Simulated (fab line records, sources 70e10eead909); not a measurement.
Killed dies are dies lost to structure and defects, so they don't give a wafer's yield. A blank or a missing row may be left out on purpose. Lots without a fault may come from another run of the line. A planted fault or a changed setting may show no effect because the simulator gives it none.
fab line records | flow nand_harc
record lots=24 wafers=72 last_day=25
route steps=1159 shown P_GATE@213 P_CONTACT@242 P_M0@272 P_M1@300 P_BONDPAD@351
lots that met no fault: from a run of the same line without faults
start_h: hours from the record's first day to the start of the lot's first wafer shown | wait_h: hours since the lot's step before | " the same as in the row above | L1.1+2: a row that stands for several wafers | - no value, or no start given | * or withheld: withheld | < > ~ a bound
route shown NAME@n: a module of which the file shows steps, and the number in the route of the first | usual: mean/standard deviation of fault-free wafers | same: alike in all rows | chamber/n: place in a boat | sites: the reading at each site | _std_site: their standard deviation | _edge_site: outer sites' mean less inner sites' | radius_mm: how far each site lies from the wafer's centre | mask NAME#n: copy n | behind: the tool/chamber that last shaped the wafer | hold: why the lot was held/for how many hours/how that ended | device: the transistor (n, p or np) that didn't switch | end of line: the same wafers' tests at the end of the route | a step without rows: its recipe alone | killed: dies lost to structure and defects at the first sort, not the wafer's yield | map: a wafer's dies, x killed, . not, _ none there
set.NAME: the setting as run; set.NAME@STEP: as run at that earlier step | model.NAME: the simulator's own value behind a step, which no gauge read
steps of the route over a sample of lots; a table a step, a row a wafer
services: from which hour (start_h, from the record's first day; less than 0 if before it) a tool's chamber was out of use, for how many hours, and why
## steps
# step NHARC_P_GATE_RTA_80
# recipe temp_c=300 time_s=30
# usual wafer_temp_C_max=301.3/0.4
# columns lot.wafer tool chamber start_h wait_h wafer_temp_C_max
L074.1 rtp_anneal-02 0 99.61 - 301.1
L074.5 " 0 " " 301.0
L074.6 " 0 " " 301.4
L075.1 rtp_anneal-02 0 109.09 - 301.1
L075.2 " 0 " " 300.8
L075.3 " 0 " " 301.2
L077.1 rtp_anneal-01 0 125.14 - 301.4
L077.2 " 0 " " 301.8
L077.6 " 0 " " 301.6
L076.1 rtp_anneal-02 0 128.06 - 301.0
L076.3 " 0 " " 301.2
L076.5 " 0 " " 301.1
L079.2 rtp_anneal-02 0 131.63 - 300.7
L079.3 " 0 " " 301.1
L079.6 " 0 " " 300.6
L078.3 rtp_anneal-02 0 133.46 - 300.7
L078.4 " 0 " " 300.8
L078.6 " 0 " " 300.9
L081.3 rtp_anneal-01 0 146.86 - 301.1
L081.4 " 0 " " 301.2
L081.6 " 0 " " 301.4
L080.2 rtp_anneal-01 0 147.16 - 302.0
L080.3 " 0 " " 301.2
L080.4 " 0 " " 301.9
L082.1 rtp_anneal-01 0 163.57 - 300.9
L082.2 " 0 " " 301.2
L082.5 " 0 " " 301.5
L083.1 rtp_anneal-01 0 168.36 - 301.5
L083.2 " 0 " " 301.3
L083.5 " 0 " " 300.9
L084.1 rtp_anneal-02 0 172.33 - 300.5
L084.5 " 0 " " 301.0
L084.6 " 0 " " 301.1
L087.1 rtp_anneal-01 0 194.59 - 301.6
L087.2 " 0 " " 301.5
L087.3 " 0 " " 301.7
L086.1 rtp_anneal-01 0 196.85 - 301.3
L086.3 " 0 " " 301.5
L086.5 " 0 " " 301.6
L085.2 rtp_anneal-02 0 197.64 - 300.6
L085.5 " 0 " " 300.6
L085.6 " 0 " " 300.8
L088.1 rtp_anneal-01 0 201.12 - 301.6
L088.2 " 0 " " 302.1
L088.4 " 0 " " 301.9
L089.3 rtp_anneal-01 0 206.59 - 301.6
L089.5 " 0 " " 300.9
L089.6 " 0 " " 301.5
L090.1 rtp_anneal-01 0 209.65 - 301.8
L090.3 " 0 " " 302.1
L090.5 " 0 " " 301.2
L092.1 rtp_anneal-01 0 215.02 - 301.4
L092.3 " 0 " " 301.6
L092.4 " 0 " " 301.4
L091.4 rtp_anneal-01 0 216.17 - 301.4
L091.5 " 0 " " 301.6
L091.6 " 0 " " 301.6
L094.1 rtp_anneal-01 0 221.45 - 301.8
L094.3 " 0 " " 301.5
L094.6 " 0 " " 301.6
L093.1 rtp_anneal-02 0 222.22 - 300.8
L093.3 " 0 " " 300.6
L093.4 " 0 " " 300.8
L095.3 rtp_anneal-01 0 234.55 - 301.2
L095.5 " 0 " " 301.2
L095.6 " 0 " " 301.6
L096.1 rtp_anneal-02 0 239.87 - 301.1
L096.2 " 0 " " 301.0
L096.3 " 0 " " 301.0
L097.1 rtp_anneal-01 0 248.85 - 301.1
L097.3 " 0 " " 301.1
L097.4 " 0 " " 301.2
# step NHARC_P_CONTACT_STRIP_28
# recipe o2_flow_sccm=500 ar_flow_sccm=0 bias_w=0 chemistry=O2
# usual drypump_motor_current_A=5.8/0.46 oes_product_au=0.996/0.011 rf_vpp_V=57.8/0.93 showerhead_plenum_p_Torr=3.52/0.14 throttle_valve_pct=17.037/0.0096
# columns lot.wafer tool chamber start_h wait_h drypump_motor_current_A oes_product_au rf_hours_counter_h rf_vpp_V showerhead_plenum_p_Torr throttle_valve_pct
L074.1 rie_diel-11 3 103.07 0.1 5.0 1.012 7 57.4 3.31 17.052
L074.5 " 1 " " 6.4 1.017 - 57.7 3.64 17.039
L074.6 " 2 " " 5.3 0.998 - 57.1 3.47 17.043
L075.3 rie_diel-11 0 112.86 0.1 5.8 0.994 10 57.3 3.63 17.060
L075.1 " 1 " " 6.4 1.027 9 57.2 3.63 17.031
L075.2 " 2 " " 5.3 0.994 9 57.9 3.47 17.043
L077.2 rie_diel-11 2 128.52 0.1 5.3 0.976 9 57.5 3.47 17.041
L077.1 " 3 " " 5.0 1.000 8 57.2 3.30 17.036
L077.6 " 3 " " 5.0 0.999 - 56.4 3.30 17.044
L076.1 rie_diel-07 3 131.33 0.1 5.7 1.001 6 57.6 3.60 17.048
L076.3 " 2 " " 6.4 0.991 9 59.0 3.47 17.045
L076.5 " 0 " " 6.0 0.990 - 57.9 3.70 17.040
L079.2 rie_diel-07 2 135.00 0.1 6.5 0.982 9 58.0 3.47 17.029
L079.3 " 1 " " 5.6 0.990 9 58.0 3.35 17.035
L079.6 " 3 " " 5.7 0.994 - 58.9 3.60 17.035
L078.3 rie_diel-11 0 136.68 0.1 5.8 0.999 11 59.6 3.63 17.033
L078.4 " 2 " " 5.3 0.988 10 55.2 3.47 17.033
L078.6 " 3 " " 5.0 1.007 - 57.1 3.30 17.027
L081.3 rie_diel-11 3 150.18 0.1 5.0 0.991 10 57.8 3.30 17.042
L081.4 " 0 " " 5.9 1.004 12 58.8 3.63 17.020
L081.6 " 3 " " 5.1 0.993 - 58.0 3.30 17.044
L080.4 rie_diel-02 1 150.53 0.1 6.2 0.992 58 59.4 3.73 17.040
L080.2 " 2 " " 5.7 0.998 61 58.1 3.48 17.028
L080.3 " 0 " " 6.0 0.982 52 57.0 3.36 17.026
L082.2 rie_diel-11 0 166.97 0.1 5.8 1.005 13 59.6 3.63 17.048
L082.1 " 3 " " 5.0 1.000 10 57.4 3.30 17.047
L082.5 " 1 " " 6.4 1.003 - 59.4 3.63 17.059
L083.1 rie_diel-11 1 171.65 0.1 6.4 1.015 13 56.9 3.63 17.051
L083.2 " 3 " " 5.0 0.995 11 56.1 3.30 17.049
L083.5 " 1 " " 6.4 1.004 - 56.4 3.63 17.052
L084.1 rie_diel-07 0 175.62 0.1 6.0 1.000 12 58.5 3.70 17.027
L084.6 " 0 " " 6.0 0.995 - 56.4 3.70 17.030
L084.5 " 1 " " 5.6 1.000 - 57.1 3.34 17.040
L087.1 rie_diel-07 0 197.99 0.1 6.0 0.998 15 58.5 3.70 17.046
L087.2 " 2 " " 6.4 0.988 15 56.7 3.47 17.025
L087.3 " 3 " " 5.7 1.004 13 58.4 3.60 17.022
L086.3 rie_diel-11 1 200.14 0.1 6.4 1.003 0 57.8 3.63 17.040
L086.1 " 2 " " 5.3 0.981 0 57.5 3.47 17.028
L086.5 " 1 " " 6.4 0.996 - 57.7 3.63 17.040
L085.2 rie_diel-11 3 201.03 0.1 5.0 1.001 0 57.2 3.30 17.044
L085.5 " 2 " " 5.3 0.988 - 56.8 3.47 17.050
L085.6 " 3 " " 5.0 0.995 - 58.1 3.30 17.040
L088.2 rie_diel-07 0 205.50 0.1 6.0 0.999 15 58.5 3.70 17.051
L088.1 " 1 " " 5.6 1.003 15 57.7 3.34 17.037
L088.4 " 2 " " 6.4 0.989 16 57.3 3.46 17.027
L089.3 rie_diel-07 1 209.86 0.1 5.6 1.008 15 57.8 3.34 17.032
L089.6 " 2 " " 6.5 0.989 - 55.9 3.47 17.053
L089.5 " 3 " " 5.8 0.994 - 57.7 3.60 17.037
L090.1 rie_diel-11 0 213.21 0.1 5.8 0.998 2 57.5 3.63 17.031
L090.3 " 1 " " 6.4 0.996 2 58.0 3.63 17.054
L090.5 " 1 " " 6.4 0.998 - 57.4 3.63 17.036
L092.4 rie_diel-11 1 218.42 0.1 6.4 0.987 2 58.7 3.63 17.042
L092.1 " 2 " " 5.3 0.986 2 58.2 3.47 17.033
L092.3 " 0 " " 5.8 0.995 2 58.8 3.63 17.025
L091.4 rie_diel-07 0 219.37 0.1 6.0 0.991 16 59.2 3.70 17.032
L091.6 " 2 " " 6.5 0.984 - 58.0 3.46 17.021
L091.5 " 3 " " 5.8 1.000 - 58.7 3.60 17.039
L094.1 rie_diel-07 1 224.88 0.1 5.6 1.000 17 57.3 3.34 17.041
L094.3 " 0 " " 6.0 0.992 17 57.5 3.70 17.028
L094.6 " 1 " " 5.6 0.982 - 56.9 3.34 17.041
L093.4 rie_diel-02 0 225.51 0.1 5.9 0.980 26 57.8 3.34 17.037
L093.3 " 1 " " 6.1 0.969 24 58.2 3.71 17.030
L093.1 " 3 " " 6.0 1.009 27 57.7 3.34 17.026
L095.3 rie_diel-11 2 237.91 0.1 5.3 0.991 5 57.9 3.46 17.030
L095.6 " 2 " " 5.3 1.003 - 55.6 3.46 17.044
L095.5 " 3 " " 5.0 1.004 - 57.0 3.30 17.044
L096.1 rie_diel-02 2 243.37 0.1 5.7 0.989 30 58.5 3.47 17.030
L096.3 " 3 " " 6.0 1.006 35 57.6 3.34 17.050
L096.2 " 0 " " 6.0 0.983 34 57.0 3.34 17.046
L097.4 rie_diel-11 3 252.48 0.1 5.0 1.009 6 58.1 3.30 17.033
L097.1 " 0 " " 5.8 1.005 7 58.0 3.63 17.040
L097.3 " 2 " " 5.3 1.011 6 58.9 3.46 17.040
# step NHARC_P_M0_DEGAS_28
# recipe temp_c=250 time_s=60
# usual heater_power_w=336/40
# columns lot.wafer tool chamber start_h wait_h heater_power_w
L074.1 pvd_sputter-01 - 107.19 - 370
L074.6 " - " " 377
L074.5 " - " " 384
L075.3 pvd_sputter-01 - 117.02 - 378
L075.2 " - " " 374
L075.1 " - " " 269
L076.3 pvd_sputter-01 - 137.63 - 342
L076.1 " - " " 384
L076.5 " - " " 334
L077.1 pvd_sputter-02 - 138.00 - 355
L077.2 " - " " 405
L077.6 " - " " 336
L079.2 pvd_sputter-02 - 139.69 - 331
L079.3 " - " " 400
L079.6 " - " " 319
L078.4 pvd_sputter-01 - 146.45 - 370
L078.3 " - " " 323
L078.6 " - " " 379
L081.3 pvd_sputter-03 - 159.66 - 272
L081.4 " - " " 295
L081.6 " - " " 345
L080.4 pvd_sputter-02 - 160.23 - 399
L080.3 " - " " 334
L080.2 " - " " 304
L082.2 pvd_sputter-01 - 171.32 - 343
L082.1 " - " " 371
L082.5 " - " " 275
L083.1 pvd_sputter-03 - 177.11 - 345
L083.2 " - " " 364
L083.5 " - " " 277
L084.1 pvd_sputter-02 - 182.49 - 352
L084.5 " - " " 398
L084.6 " - " " 357
L087.2 pvd_sputter-02 - 211.66 - 354
L087.3 " - " " 340
L087.1 " - " " 299
L086.1 pvd_sputter-02 - 211.87 - 357
L086.3 " - " " 331
L086.5 " - " " 310
L085.2 pvd_sputter-02 - 212.23 - 405
L085.6 " - " " 329
L085.5 " - " " 308
L088.2 pvd_sputter-02 - 213.18 - 335
L088.4 " - " " 298
L088.1 " - " " 394
L089.3 pvd_sputter-01 - 216.34 - 390
L089.6 " - " " 360
L089.5 " - " " 278
L090.3 pvd_sputter-03 - 219.79 - 368
L090.1 " - " " 302
L090.5 " - " " 279
L092.1 pvd_sputter-03 - 222.63 - 367
L092.4 " - " " 274
L092.3 " - " " 357
L091.4 pvd_sputter-01 - 223.67 - 282
L091.5 " - " " 285
L091.6 " - " " 336
L094.1 pvd_sputter-02 - 229.24 - 309
L094.3 " - " " 414
L094.6 " - " " 311
L093.3 pvd_sputter-03 - 229.60 - 360
L093.4 " - " " 295
L093.1 " - " " 274
L095.3 pvd_sputter-03 - 247.12 - 304
L095.5 " - " " 282
L095.6 " - " " 347
L096.2 pvd_sputter-02 - 247.66 - 342
L096.1 " - " " 316
L096.3 " - " " 308
L097.4 pvd_sputter-03 - 256.87 - 275
L097.3 " - " " 349
L097.1 " - " " 294
# step NHARC_P_M0_PVD_21
# recipe target_thk_a=300 chamber_pressure_pa=5 power_w=5000 substrate_temp_c=30 time_s=20.49 material=Cu
# usual throttle_valve_pct=29.9/0.83
# columns lot.wafer tool chamber start_h wait_h throttle_valve_pct
L074.1 pvd_sputter-01 - - - 30.7
L074.6 " - " " 29.3
L074.5 " - " " 28.3
L075.1 pvd_sputter-01 - - - 30.1
L075.3 " - " " 30.6
L075.2 " - " " 28.6
L076.1 pvd_sputter-01 - - - 28.7
L076.3 " - " " 30.6
L076.5 " - " " 28.9
L077.1 pvd_sputter-02 - - - 28.7
L077.2 " - " " 29.8
L077.6 " - " " 28.8
L079.2 pvd_sputter-02 - - - 29.7
L079.3 " - " " 29.4
L079.6 " - " " 31.3
L078.3 pvd_sputter-01 - - - 30.3
L078.4 " - " " 30.4
L078.6 " - " " 30.3
L081.3 pvd_sputter-03 - - - 30.9
L081.4 " - " " 29.9
L081.6 " - " " 29.7
L080.3 pvd_sputter-02 - - - 28.6
L080.2 " - " " 29.8
L080.4 " - " " 31.5
L082.1 pvd_sputter-01 - - - 29.1
L082.2 " - " " 30.6
L082.5 " - " " 30.1
L083.2 pvd_sputter-03 - - - 29.1
L083.1 " - " " 30.1
L083.5 " - " " 31.0
L084.1 pvd_sputter-02 - - - 29.8
L084.5 " - " " 29.6
L084.6 " - " " 31.4
L087.1 pvd_sputter-02 - - - 31.3
L087.2 " - " " 29.4
L087.3 " - " " 28.6
L086.3 pvd_sputter-02 - - - 29.3
L086.1 " - " " 29.8
L086.5 " - " " 28.7
L085.2 pvd_sputter-02 - - - 28.6
L085.6 " - " " 31.4
L085.5 " - " " 29.5
L088.2 pvd_sputter-02 - - - 29.9
L088.1 " - " " 29.3
L088.4 " - " " 29.1
L089.3 pvd_sputter-01 - - - 29.4
L089.5 " - " " 29.2
L089.6 " - " " 30.4
L090.3 pvd_sputter-03 - - - 30.1
L090.1 " - " " 29.2
L090.5 " - " " 30.1
L092.4 pvd_sputter-03 - - - 31.0
L092.1 " - " " 29.8
L092.3 " - " " 29.2
L091.4 pvd_sputter-01 - - - 30.0
L091.6 " - " " 30.5
L091.5 " - " " 29.2
L094.3 pvd_sputter-02 - - - 29.4
L094.1 " - " " 29.2
L094.6 " - " " 31.1
L093.1 pvd_sputter-03 - - - 30.9
L093.3 " - " " 30.0
L093.4 " - " " 29.8
L095.3 pvd_sputter-03 - - - 29.0
L095.5 " - " " 31.2
L095.6 " - " " 30.0
L096.1 pvd_sputter-02 - - - 29.5
L096.2 " - " " 31.4
L096.3 " - " " 29.2
L097.4 pvd_sputter-03 - - - 29.2
L097.1 " - " " 30.2
L097.3 " - " " 29.8
# step NHARC_P_M1_ETCH_15
# recipe target_depth_a=1825 time_s=91.2 c4f8_flow_sccm=withheld ar_flow_sccm=400 rf_w=600 bias_w=300 chemistry=C4F8/Ar
# usual oes_product_au=0.952/0.022 rf_vpp_V=441.8/2.5
# columns lot.wafer tool chamber start_h wait_h oes_product_au rf_hours_counter_h rf_vpp_V
L074.1 rie_diel-12 3 - - 0.919 2 444.8
L074.5 " 0 " " 0.931 - 443.5
L074.6 " 1 " " 0.914 - 442.7
L075.3 rie_diel-08 1 - - 0.944 9 436.7
L075.1 " 3 " " 0.962 9 441.7
L075.2 " 0 " " 0.945 9 440.6
L076.3 rie_diel-12 3 - - 0.913 3 446.8
L076.1 " 1 " " 0.917 3 443.1
L076.5 " 2 " " 0.937 - 440.3
L077.1 rie_diel-09 2 - - 0.985 4 441.5
L077.2 " 3 " " 0.968 5 440.7
L077.6 " 0 " " 0.961 - 443.9
L079.2 rie_diel-12 2 - - 0.979 3 441.3
L079.3 " 3 " " 0.951 3 445.1
L079.6 " 1 " " 0.984 - 444.2
L078.3 rie_diel-09 2 - - 0.977 5 442.1
L078.4 " 3 " " 0.968 6 441.7
L078.6 " 0 " " 0.951 - 443.7
L081.3 rie_diel-08 3 - - 0.961 2 441.9
L081.4 " 2 " " 0.952 2 438.0
L081.6 " 0 " " 0.963 - 441.3
L080.3 rie_diel-12 3 - - 0.954 3 445.5
L080.4 " 0 " " 0.973 3 443.1
L080.2 " 2 " " 0.973 3 440.4
L082.2 rie_diel-12 1 - - 0.970 3 444.7
L082.1 " 0 " " 0.974 3 444.0
L082.5 " 2 " " 0.981 - 441.3
L083.1 rie_diel-12 1 - - 0.935 4 443.0
L083.2 " 2 " " 0.933 4 441.5
L083.5 " 0 " " 0.940 - 442.2
L084.1 rie_diel-09 3 - - 0.967 7 439.5
L084.6 " 3 " " 0.965 - 440.3
L084.5 " 0 " " 0.950 - 443.9
L087.1 rie_diel-12 0 - - 0.981 0 442.7
L087.3 " 1 " " 0.957 0 441.1
L087.2 " 3 " " 0.962 0 445.3
L086.3 rie_diel-08 2 - - 0.955 5 438.3
L086.1 " 1 " " 0.968 5 436.9
L086.5 " 3 " " 0.977 - 441.7
L085.2 rie_diel-12 2 - - 0.969 0 440.2
L085.5 " 1 " " 0.967 - 444.3
L085.6 " 2 " " 0.970 - 439.1
L088.4 rie_diel-12 2 - - 0.960 0 440.3
L088.2 " 3 " " 0.980 0 446.4
L088.1 " 0 " " 0.997 0 442.0
L089.3 rie_diel-12 1 - - 0.971 0 444.7
L089.6 " 2 " " 0.955 - 442.0
L089.5 " 3 " " 0.947 - 445.1
L090.1 rie_diel-09 3 - - 0.931 9 440.5
L090.3 " 1 " " 0.920 10 440.8
L090.5 " 2 " " 0.931 - 441.9
L092.3 rie_diel-09 2 - - 0.920 8 440.4
L092.4 " 0 " " 0.930 11 445.8
L092.1 " 1 " " 0.924 10 441.0
L091.5 rie_diel-12 1 - - 0.962 - 443.0
L091.6 " 2 " " 0.956 - 441.5
L091.4 " 3 " " 0.960 - 445.3
L094.3 rie_diel-12 2 - - 0.961 1 440.8
L094.1 " 1 " " 0.980 1 443.5
L094.6 " 2 " " 0.970 - 440.8
L093.3 rie_diel-12 1 - - 0.955 1 442.5
L093.1 " 2 " " 0.979 1 440.5
L093.4 " 3 " " 0.969 1 446.4
L095.3 rie_diel-08 3 - - 0.960 6 440.6
L095.6 " 0 " " 0.934 - 440.5
L095.5 " 1 " " 0.968 - 436.9
L096.3 rie_diel-08 1 - - 0.929 7 436.5
L096.2 " 2 " " 0.899 7 438.2
L096.1 " 0 " " 0.899 6 441.6
L097.3 rie_diel-08 1 - - 0.924 7 437.8
L097.1 " 2 " " 0.908 7 438.6
L097.4 " 3 " " 0.930 6 443.3
# step NHARC_P_BONDPAD_DEP_00
# recipe target_thk_a=2500 temp_c=370 target_thk_nm=250 pressure_torr=3 flow_sccm=200 rf_w=450 material=SiCN
# usual heater_power_w=565/66
# columns lot.wafer tool chamber start_h wait_h heater_power_w
L074.1 pecvd-01 0 118.01 - 562
L074.6 " 2 " " 570
L074.5 " 0 " " 571
L075.1 pecvd-02 1 127.31 - 601
L075.3 " 2 " " 572
L075.2 " 0 " " 692
L076.1 pecvd-01 0 147.89 - 550
L076.3 " 1 " " 538
L076.5 " 0 " " 568
L077.1 pecvd-01 0 - - 578
L077.2 " 1 " " 596
L077.6 " 0 " " 462
L079.3 pecvd-01 2 150.11 - 494
L079.2 " 0 " " 499
L079.6 " 0 " " 520
L078.3 pecvd-03 1 156.95 - 606
L078.4 " 1 " " 633
L078.6 " 2 " " 597
L081.3 pecvd-01 1 170.97 - 596
L081.6 " 2 " " 572
L081.4 " 0 " " 482
L080.3 pecvd-02 1 - - 529
L080.2 " 2 " " 577
L080.4 " 2 " " 576
L082.2 pecvd-01 0 181.64 - 532
L082.1 " 1 " " 526
L082.5 " 2 " " 620
L083.1 pecvd-01 0 187.61 - 566
L083.2 " 1 " " 606
L083.5 " 0 " " 571
L084.1 pecvd-02 2 193.52 - 542
L084.5 " 0 " " 704
L084.6 " 2 " " 549
L087.2 pecvd-03 2 - - 656
L087.3 " 0 " " 426
L087.1 " 1 " " 666
L086.1 pecvd-02 0 222.89 - 633
L086.3 " 2 " " 504
L086.5 " 0 " " 643
L085.2 pecvd-02 0 223.73 - 657
L085.6 " 1 " " 550
L085.5 " 0 " " 680
L088.1 pecvd-01 2 - - 589
L088.2 " 0 " " 541
L088.4 " 0 " " 565
L089.3 pecvd-03 2 - - 664
L089.5 " 2 " " 646
L089.6 " 1 " " 660
L090.3 pecvd-03 2 231.20 - 637
L090.1 " 1 " " 635
L090.5 " 0 " " 468
L092.3 pecvd-01 1 233.38 - 503
L092.1 " 0 " " 566
L092.4 " 2 " " 516
L091.4 pecvd-01 2 234.64 - 539
L091.6 " 0 " " 578
L091.5 " 1 " " 520
L094.3 pecvd-03 2 - - 595
L094.1 " 0 " " 470
L094.6 " 1 " " 627
L093.3 pecvd-02 2 241.61 - 520
L093.1 " 1 " " 521
L093.4 " 1 " " 531
L095.3 pecvd-01 0 257.90 0.5 490
L095.5 " 0 " " 496
L095.6 " 1 " " 575
L096.2 pecvd-03 1 258.09 - 656
L096.3 " 2 " " 672
L096.1 " 0 " " 491
L097.1 pecvd-03 1 267.41 - 605
L097.3 " 2 " " 633
L097.4 " 1 " " 620
## services
# columns tool chamber start_h hours kind
rie_diel-11 1 76.42 3.9 repair
rie_diel-11 2 89.38 5.7 repair
rie_diel-07 3 91.29 16.7 repair
pvd_sputter-03 - 102.00 10.0 pm
pecvd-03 - 111.15 13.0 pm
rie_diel-08 2 115.89 8.2 repair
rie_diel-08 - 124.80 9.0 pm
rie_diel-12 1 128.76 3.5 repair
rie_diel-08 3 145.91 6.7 repair
pecvd-02 - 153.52 13.0 pm
pvd_sputter-01 - 158.06 10.0 pm
pvd_sputter-02 - 167.76 0.7 repair
rie_diel-08 0 180.76 1.9 repair
rie_diel-11 - 189.53 9.0 pm
pecvd-02 1 197.95 8.0 repair
rie_diel-12 - 202.40 9.0 pm
pvd_sputter-01 - 210.20 3.8 repair
pvd_sputter-02 - 214.00 10.0 pm
pvd_sputter-01 - 219.12 1.2 repair
rie_diel-12 0 224.38 5.6 repair
rie_diel-07 - 228.20 9.0 pm
pecvd-01 - 237.04 13.0 pm
pvd_sputter-01 - 237.14 38.6 repair
rie_diel-07 0 251.03 11.9 repair
## key
fault none
